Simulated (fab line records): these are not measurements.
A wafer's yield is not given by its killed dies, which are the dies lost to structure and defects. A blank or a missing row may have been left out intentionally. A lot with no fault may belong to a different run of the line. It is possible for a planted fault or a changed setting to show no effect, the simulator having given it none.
Chamber matching / flow n5_finfet / rie_diel-05 running N5_ZERO_LAYER_DESCUM_16: 4 sister chambers
The step chemistry O2, time 7.9 s. 4 wafers are shown with their chamber, then 10 later ones without.

## WAFERS WITH THEIR CHAMBER
wafer=L086.1; chamber=3; drypump_motor_current_A (A)=5.1
wafer=L086.3; chamber=1; drypump_motor_current_A (A)=5.4
wafer=L090.2; chamber=2; drypump_motor_current_A (A)=5.1
wafer=L090.3; chamber=0; drypump_motor_current_A (A)=6.8

## WAFERS WHOSE CHAMBER IS MISSING
wafer=L090.5; drypump_motor_current_A (A)=6.8
wafer=L093.3; drypump_motor_current_A (A)=6.8
wafer=L093.5; drypump_motor_current_A (A)=5.1
wafer=L093.6; drypump_motor_current_A (A)=5.0
wafer=L094.2; drypump_motor_current_A (A)=5.1
wafer=L094.3; drypump_motor_current_A (A)=5.1
wafer=L094.5; drypump_motor_current_A (A)=5.1
wafer=L097.3; drypump_motor_current_A (A)=5.1
wafer=L097.5; drypump_motor_current_A (A)=5.0
wafer=L097.6; drypump_motor_current_A (A)=5.4

## WHICH CHAMBER EACH ONE RAN IN
wafer=L090.5; from the rows above=0; in truth=0
wafer=L093.3; from the rows above=0; in truth=0
wafer=L093.5; from the rows above=can't be placed: 2 or 3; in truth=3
wafer=L093.6; from the rows above=can't be placed: 2 or 3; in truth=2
wafer=L094.2; from the rows above=can't be placed: 2 or 3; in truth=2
wafer=L094.3; from the rows above=can't be placed: 2 or 3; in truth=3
wafer=L094.5; from the rows above=can't be placed: 2 or 3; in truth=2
wafer=L097.3; from the rows above=can't be placed: 2 or 3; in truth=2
wafer=L097.5; from the rows above=can't be placed: 2 or 3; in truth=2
wafer=L097.6; from the rows above=1; in truth=1
Placed correctly: 3 of 10. Can't be placed from these rows: 7 (the true chamber is among the candidates in 7). Wrongly placed: 0.
How it was worked out, from the rows above alone: a wafer's distance from a chamber is the root of the sum, over the readings, of the square of ((its reading less the chamber's mean) divided by the reading's scatter). If the next closest chamber is less than 2 further off than the closest, the wafer can't be placed; otherwise it belongs to the closest. The mean given for a chamber averages the wafers shown for that chamber. The scatter: with one shown wafer a chamber, the root of the mean of the squares of how far each hidden wafer lies from its nearest shown one.
